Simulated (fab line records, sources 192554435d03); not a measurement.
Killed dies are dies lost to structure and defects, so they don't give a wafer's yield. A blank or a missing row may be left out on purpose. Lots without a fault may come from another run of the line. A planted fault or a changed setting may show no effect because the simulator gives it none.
Which tool did it? | flow n5_finfet | 12 lots, 36 wafers sampled, at 5 steps of a route of 1938

WHAT THE GAUGES READ, wafer by wafer
The record holds no reading of a measuring or inspecting step that can be judged against a usual standard deviation.

WHICH TOOL RAN EACH LOT (tool, then ch and the chambers of the sampled wafers, then the start)
lot  | N5_BEOL_M5_ANNEAL_82         | N5_BEOL_M5_SPUTTER_88        | N5_BEOL_M6_HM_DEP_02         | N5_BEOL_M6_COAT_59                | N5_PASSIVATION_PROBE_49
L828 | pvd_sputter-01, day 8 04:50  | pvd_sputter-01, day 8 06:56  | pvd_sputter-02, day 8 11:14  | litho_track-02 ch 0, day 8 11:21  | -
L829 | pvd_sputter-03, day 8 21:17  | pvd_sputter-03, day 8 23:23  | pvd_sputter-03, day 9 04:58  | litho_track-01 ch 0, day 9 05:05  | -
L832 | pvd_sputter-01, day 9 07:40  | pvd_sputter-01, day 9 09:46  | pvd_sputter-02, day 9 12:51  | litho_track-01 ch 0, day 9 12:58  | -
L839 | pvd_sputter-01, day 11 05:54 | pvd_sputter-01, day 11 08:00 | pvd_sputter-02, day 11 11:23 | litho_track-02 ch 0, day 11 11:31 | prober-02, day 15 01:22
L838 | pvd_sputter-02, day 11 13:16 | pvd_sputter-02, day 11 15:22 | pvd_sputter-03, day 11 20:38 | litho_track-02 ch 0, day 11 20:46 | -
L841 | pvd_sputter-02, day 12 03:01 | pvd_sputter-02, day 12 05:06 | pvd_sputter-03, day 12 10:31 | litho_track-05 ch 0, day 12 10:38 | -
L845 | pvd_sputter-01, day 12 10:18 | pvd_sputter-01, day 12 12:24 | pvd_sputter-03, day 12 18:46 | litho_track-01 ch 0, day 12 18:55 | -
L847 | pvd_sputter-03, day 12 20:51 | pvd_sputter-03, day 12 22:56 | pvd_sputter-01, day 13 04:29 | litho_track-05 ch 0, day 13 04:37 | -
L848 | pvd_sputter-02, day 13 17:18 | pvd_sputter-02, day 13 19:23 | pvd_sputter-01, day 14 00:12 | litho_track-01 ch 0, day 14 00:20 | -
L849 | pvd_sputter-02, day 13 21:59 | pvd_sputter-02, day 14 00:05 | pvd_sputter-01, day 14 05:32 | litho_track-02 ch 0, day 14 05:40 | -
L850 | pvd_sputter-02, day 14 02:25 | pvd_sputter-02, day 14 04:30 | pvd_sputter-03, day 14 08:36 | litho_track-02 ch 0, day 14 08:44 | -
L851 | pvd_sputter-03, day 14 11:03 | pvd_sputter-03, day 14 13:09 | pvd_sputter-01, day 14 18:05 | litho_track-02 ch 0, day 14 18:13 | -
- N5_BEOL_M5_ANNEAL_82: time 1800 s.
- N5_BEOL_M5_SPUTTER_88: material Cu, target thk 15 nm, time 27.62 s.
- N5_BEOL_M6_HM_DEP_02: deposits TiN, target thk 20 nm.
- N5_BEOL_M6_COAT_59: time 60 s, resist thk 100 nm.
- N5_PASSIVATION_PROBE_49

WHAT THE TOOLS THEMSELVES READ (means of the sampled wafers that have a number; where no wafer has one, the mark that the record gives instead)
N5_BEOL_M5_ANNEAL_82. Usual: heater_power_w 833 W, standard deviation 87.
lot  | tool           | heater_power_w (W) | flag
L828 | pvd_sputter-01 | 906                |
L829 | pvd_sputter-03 | 880                |
L832 | pvd_sputter-01 | 831                |
L839 | pvd_sputter-01 | 913                |
L838 | pvd_sputter-02 | 823                |
L841 | pvd_sputter-02 | 791                |
L845 | pvd_sputter-01 | 843                |
L847 | pvd_sputter-03 | 781                |
L848 | pvd_sputter-02 | 820                |
L849 | pvd_sputter-02 | 792                |
L850 | pvd_sputter-02 | 786                |
L851 | pvd_sputter-03 | 851                |

N5_BEOL_M5_SPUTTER_88. Usual: chuck_gas_flow_sccm 1.27 sccm, standard deviation 0.047; throttle_valve_pct 30.3 %, standard deviation 0.89.
lot  | tool           | chuck_gas_flow_sccm (sccm) | throttle_valve_pct (%) | flag
L828 | pvd_sputter-01 | 1.30                       | 30.9                   |
L829 | pvd_sputter-03 | 1.26                       | 30.0                   |
L832 | pvd_sputter-01 | 1.26                       | 30.3                   |
L839 | pvd_sputter-01 | 1.27                       | 31.0                   |
L838 | pvd_sputter-02 | 1.31                       | 29.7                   |
L841 | pvd_sputter-02 | 1.26                       | 30.3                   |
L845 | pvd_sputter-01 | 1.27                       | 30.7                   |
L847 | pvd_sputter-03 | 1.23                       | 30.5                   |
L848 | pvd_sputter-02 | 1.28                       | 30.4                   |
L849 | pvd_sputter-02 | 1.26                       | 30.1                   |
L850 | pvd_sputter-02 | 1.24                       | 30.0                   |
L851 | pvd_sputter-03 | 1.27                       | 30.6                   |

N5_BEOL_M6_HM_DEP_02. Usual: throttle_valve_pct 30.2 %, standard deviation 0.95.
lot  | tool           | throttle_valve_pct (%) | flag
L828 | pvd_sputter-02 | 30.1                   |
L829 | pvd_sputter-03 | 30.6                   |
L832 | pvd_sputter-02 | 30.1                   |
L839 | pvd_sputter-02 | 30.4                   |
L838 | pvd_sputter-03 | 29.9                   |
L841 | pvd_sputter-03 | 29.9                   |
L845 | pvd_sputter-03 | 29.7                   |
L847 | pvd_sputter-01 | 30.6                   |
L848 | pvd_sputter-01 | 30.9                   |
L849 | pvd_sputter-01 | 30.4                   |
L850 | pvd_sputter-03 | 29.8                   |
L851 | pvd_sputter-01 | 31.4                   |

N5_BEOL_M6_COAT_59. Usual: exhaust_pa 45.0 Pa, standard deviation 0.84; heater_power_total_W 500.4 W, standard deviation 1.8; spin_speed_rpm 1499.8 rpm, standard deviation 1.1.
lot  | tool           | exhaust_pa (Pa) | heater_power_total_W (W) | spin_speed_rpm (rpm) | flag
L828 | litho_track-02 | 45.8            | 500.6                    | 1500.5               |
L829 | litho_track-01 | 44.4            | 500.3                    | 1499.8               |
L832 | litho_track-01 | 44.9            | 502.0                    | 1499.9               |
L839 | litho_track-02 | 44.9            | 500.3                    | 1571.8               | OFF
L838 | litho_track-02 | 45.8            | 500.2                    | 1570.5               | OFF
L841 | litho_track-05 | 44.9            | 501.5                    | 1499.3               |
L845 | litho_track-01 | 46.4            | 500.5                    | 1500.2               |
L847 | litho_track-05 | 46.5            | 499.0                    | 1500.6               |
L848 | litho_track-01 | 45.6            | 502.8                    | 1499.0               |
L849 | litho_track-02 | 44.2            | 499.7                    | 1500.0               |
L850 | litho_track-02 | 44.5            | 498.7                    | 1499.1               |
L851 | litho_track-02 | 45.4            | 501.0                    | 1498.6               |

N5_PASSIVATION_PROBE_49. Usual: defect_limited_yield 91.3 %, standard deviation 1.4; killed_at_M0_to_M3 34, standard deviation 10; killed_at_M4_up 13, standard deviation 4.8; killed_at_contacts 12, standard deviation 6.1; killed_at_front_end 40, standard deviation 11; killed_at_other 3.7, standard deviation 2.8; killed_dies 103, standard deviation 16; killed_open 67, standard deviation 12; killed_short 34, standard deviation 7.4; sort_bin_5_function 5.1 %, standard deviation 0.95; sort_bin_6_memory 3.2 %, standard deviation 0.62; sort_n_pass 1077, standard deviation 16; sort_yield_pct 91.3 %, standard deviation 1.4.
lot  | tool      | defect_limited_yield (%) | killed_at_M0_to_M3 | killed_at_M4_up | killed_at_contacts | killed_at_front_end | killed_at_other | killed_dies | killed_open | killed_short | sort_bin_5_function (%) | sort_bin_6_memory (%) | sort_n_pass | sort_yield_pct (%) | flag
L839 | prober-02 | 91.5                     | 34                 | 11              | 6                  | 45                  | 4.0             | 100         | 68          | 29           | 4.4                     | 3.6                   | 1080        | 91.5               |

THE ANSWER, worked out from the rows above alone
Rule: a lot is off if the mean of its wafers that have a number lies more than 3 standard deviations from the usual mean. A lot without any number at a reading at which 4 lots or more have one is off too. The other lots that the step has rows for count as sound. The gauges are gone through in route order, then the tools' own readings, and for those a lot's mean is taken as printed above. The first step at which some lot is off is used, and at that step the reading that is off furthest; a lot without a number counts as furthest.
Off: L839, L838, at N5_BEOL_M6_COAT_59 (spin_speed_rpm).
A tool fits if, at that step or a process step before it, it ran every lot that is off, and no sound lot after the first of them. None of those tried fits.

WHAT THE SIMULATOR HAD PUT IN
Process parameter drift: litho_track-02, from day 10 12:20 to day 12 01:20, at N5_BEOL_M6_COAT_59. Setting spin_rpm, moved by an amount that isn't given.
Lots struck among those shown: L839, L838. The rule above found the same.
